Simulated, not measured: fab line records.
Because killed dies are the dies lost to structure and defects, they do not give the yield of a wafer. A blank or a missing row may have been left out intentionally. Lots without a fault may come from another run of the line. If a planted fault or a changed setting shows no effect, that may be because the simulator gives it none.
What tool caused it? -- flow n5 finfet -- 9 lots, 25 wafers sampled, at 5 steps of a route of 1938

## WHAT THE GAUGES READ, wafer by wafer
N5_BEOL_M1_RS_MEAS_58: a four-point-probe measurement.
lot,measured,on,M1_RS (ohm/sq)
L220,day 7 03:05,film metro-02,0.684 0.704 0.686
L222,day 8 01:27,film metro-01,0.660 0.603 0.624
L223,day 8 03:10,film metro-02,0.634 0.665 0.647
L224,day 8 05:48,film metro-02,0.639 0.625 0.620
L228,day 9 13:49,film metro-02,0.681 0.696
L229,day 9 22:52,film metro-02,0.737 0.677
L235,day 11 11:24,film metro-02,0.681 0.661 0.653
L234,day 12 12:33,film metro-02,0.759 0.673 0.686
L240,day 12 21:02,film metro-01,0.648 0.640 0.638

N5_BEOL_M4_RC_MEAS_101.
lot,measured,on,DIBL_N (mV/V),DIBL_P (mV/V),IOFF_N (nA/um),IOFF_P (nA/um),ION_N (uA/um),ION_P (uA/um),SS_N (mV/dec),SS_P (mV/dec),VT_N (mV),VT_P (mV)
L220,day 9 18:59,prober-01,35.4 35.3 35.5,37.2 36.7 36.8,0.147 0.145 0.142,0.184 0.182 0.176,676 670 670,449 456 454,71.5 71.5 72.1,72.9 73.2 73.9,252.4 252.5 255.6,-253.0 -253.3 -251.6
L222,day 10 02:20,prober-02,36.7 36.0 35.7,37.4 36.1 35.6,0.178 0.155 0.147,0.258 0.236 0.217,679 667 668,466 460 460,71.6 71.6 71.5,74.1 73.8 73.6,245.1 250.2 247.7,-243.4 -246.4 -246.2
L223,day 10 05:20,prober-01,37.9 37.2 36.4,36.3 37.1 35.5,0.179 0.172 0.152,0.211 0.231 0.203,692 684 677,467 469 462,71.9 71.8 72.2,73.8 73.4 73.8,249.8 250.0 251.3,-250.3 -247.6 -250.0
L224,day 10 04:59,prober-02,35.0 36.5 34.5,36.0 37.3 36.1,0.131 0.165 0.131,0.170 0.196 0.177,653 668 650,447 458 446,71.3 72.1 71.4,72.8 74.0 74.1,253.0 248.6 252.1,-252.7 -252.3 -253.2
L228,day 12 18:58,prober-02,35.2 35.2,34.7 36.1,0.131 0.147,0.185 0.210,658 684,450 468,71.7 70.9,73.8 73.9,254.0 251.6,-251.0 -248.5
L229,day 12 23:57,prober-02,36.9 36.4,36.0 36.5,0.189 0.184,0.241 0.248,691 687,476 469,72.0 71.9,73.2 73.6,243.7 244.9,-246.1 -246.3
L235,day 15 02:28,prober-02,36.9 39.5 38.2,37.5 40.0 38.9,0.162 0.206 0.186,0.215 0.265 0.236,668 685 674,463 464 457,71.9 71.7 71.6,73.5 74.6 74.7,250.5 248.3 249.9,-248.9 -246.1 -248.1
L234,day 15 05:05,prober-02,37.2 35.2 37.3,34.9 33.0 35.3,0.162 0.126 0.164,0.192 0.172 0.212,673 674 678,456 459 460,71.7 71.4 71.6,73.2 73.3 73.9,248.4 256.2 250.0,-251.6 -251.6 -249.3
L240,day 15 20:00,prober-01,33.8 35.6 36.2,35.9 36.3 37.2,0.157 0.190 0.183,0.187 0.194 0.204,675 668 668,459 452 452,70.8 71.2 71.7,73.3 73.7 74.0,248.4 248.9 250.5,-252.7 -254.3 -252.4

## EACH LOT AND THE TOOL THAT RAN IT (in order: tool; ch and the chambers of the sampled wafers; start)
lot,N5_BEOL_M1_ANNEAL_95,N5_BEOL_M2_ETCH_63,N5_BEOL_M2_ETCH_64
L220,"pvd sputter-01, day 7 01:53","rie diel-03 ch 0,2,3, day 7 05:05","rie diel-03 ch 0,2,3, day 7 05:07"
L222,"pvd sputter-02, day 8 00:15","rie diel-06 ch 1,2, day 8 03:18","rie diel-06 ch 1,2, day 8 03:20"
L223,"pvd sputter-03, day 8 01:56","rie diel-06 ch 1,2,3, day 8 05:38","rie diel-06 ch 1,2,3, day 8 05:40"
L224,"pvd sputter-02, day 8 04:37","rie diel-06 ch 0,1,3, day 8 08:16","rie diel-06 ch 0,1,3, day 8 08:17"
L228,"pvd sputter-03, day 9 12:37","rie diel-06 ch 0,3, day 9 15:33","rie diel-06 ch 0,3, day 9 15:35"
L229,"pvd sputter-02, day 9 21:35","rie diel-06 ch 0,3, day 10 01:49","rie diel-06 ch 0,3, day 10 01:50"
L235,"pvd sputter-02, day 11 10:11","rie diel-05 ch 1,2, day 11 12:13","rie diel-05 ch 1,2, day 11 12:14"
L234,"pvd sputter-03, day 12 11:22","rie diel-06 ch 0,2,3, day 12 14:26","rie diel-06 ch 0,2,3, day 12 14:28"
L240,"pvd sputter-03, day 12 19:48","rie diel-06 ch 0,3, day 12 23:20","rie diel-06 ch 0,3, day 12 23:22"
- N5_BEOL_M1_ANNEAL_95: time 240 s.
- N5_BEOL_M2_ETCH_63: etches SiARC in CF4, target depth 15.6 nm, time 26 s.
- N5_BEOL_M2_ETCH_64: etches SOC in N2/H2, target depth 75 nm, overetch 22.5 nm, time 121.9 s.

## AS READ BY THE TOOLS THEMSELVES (means over the sampled wafers that have a number; for cases with no such wafer, the mark the record gives instead)
N5_BEOL_M1_ANNEAL_95.
lot,tool,heater power w (W)
L220,pvd sputter-01,781
L222,pvd sputter-02,781
L223,pvd sputter-03,804
L224,pvd sputter-02,727
L228,pvd sputter-03,664
L229,pvd sputter-02,730
L235,pvd sputter-02,748
L234,pvd sputter-03,881
L240,pvd sputter-03,668

N5_BEOL_M2_ETCH_63.
lot,tool,bias w (W),cf4 flow sccm (sccm),chamber pressure mTorr (mTorr),drypump motor current A (A),etch rf on time s (s),oes product au (a.u.),rf vpp V (V),showerhead plenum p Torr (Torr),throttle valve pct (%)
L220,rie diel-03,36.02,100.1,40.02,5.46,25.9,0.68,184.2,2.10,15.68
L222,rie diel-06,35.95,100.2,40.02,5.67,25.8,0.66,184.4,2.16,15.29
L223,rie diel-06,35.97,99.9,39.99,5.47,25.6,0.66,184.4,2.15,15.46
L224,rie diel-06,36.11,100.1,40.01,5.56,30.0,0.63,183.5,2.12,15.56
L228,rie diel-06,36.02,99.8,40.01,5.42,32.1,0.59,183.8,2.09,15.75
L229,rie diel-06,35.94,100.1,40.03,5.44,39.5,0.52,182.0,2.09,15.76
L235,rie diel-05,35.96,100.6,39.97,5.67,25.8,0.72,183.7,2.16,15.50
L234,rie diel-06,35.96,99.8,39.99,5.38,26.4,0.61,183.8,2.10,15.72
L240,rie diel-06,36.08,100.1,40.02,5.44,26.1,0.62,183.6,2.07,15.82

N5_BEOL_M2_ETCH_64.
lot,tool,bias w (W),chamber pressure mTorr (mTorr),drypump motor current A (A),oes product au (a.u.),rf vpp V (V),showerhead plenum p Torr (Torr),throttle valve pct (%)
L220,rie diel-03,149.9,30.002,5.46,0.61,522.7,2.49,17.82
L222,rie diel-06,150.2,30.012,5.68,0.59,524.3,2.56,17.51
L223,rie diel-06,150.2,30.037,5.48,0.59,524.2,2.55,17.68
L224,rie diel-06,150.2,29.991,5.57,0.59,522.6,2.52,17.80
L228,rie diel-06,150.3,29.989,5.45,0.58,522.5,2.48,17.99
L229,rie diel-06,150.7,30.006,5.44,0.58,521.5,2.48,18.00
L235,rie diel-05,150.4,30.018,5.69,0.64,525.3,2.57,17.75
L234,rie diel-06,150.1,30.015,5.39,0.55,522.2,2.48,17.90
L240,rie diel-06,150.3,29.987,5.47,0.56,522.0,2.45,18.02

## THE ANSWER, worked out from the rows above alone
Rule: the lots themselves supply what counts as usual. Put in order of their means at a reading, lots are off if they are a third of the lots or fewer, leave a main group of 4 or more, and stand apart from it by a gap of 3 or more times the standard deviation of the main group's means; of several such gaps the widest counts. A main group whose means are all the same, to the digits that the tables above print for the reading, isn't used. A lot without any number at a reading at which 4 lots or more have one is off too. Where the step has rows for the other lots, those lots are counted as sound. Order of review: gauges by route order, followed by the tools' own readings, for which a lot's mean as printed above is used. The first step at which some lot is off is used, and at that step the reading that is off furthest; a lot without a number counts as furthest.
Off: L224, L228, L229 (N5_BEOL_M2_ETCH_63, etch rf on time s). Mean 25.9 s and standard deviation 0.26 in the main group.
If a tool, at that step or one of the process steps before it, ran each lot that is off and ran no sound lot following the first of them, it fits. Of those tried, none fits.

## WHAT THE SIMULATOR HAD PUT IN
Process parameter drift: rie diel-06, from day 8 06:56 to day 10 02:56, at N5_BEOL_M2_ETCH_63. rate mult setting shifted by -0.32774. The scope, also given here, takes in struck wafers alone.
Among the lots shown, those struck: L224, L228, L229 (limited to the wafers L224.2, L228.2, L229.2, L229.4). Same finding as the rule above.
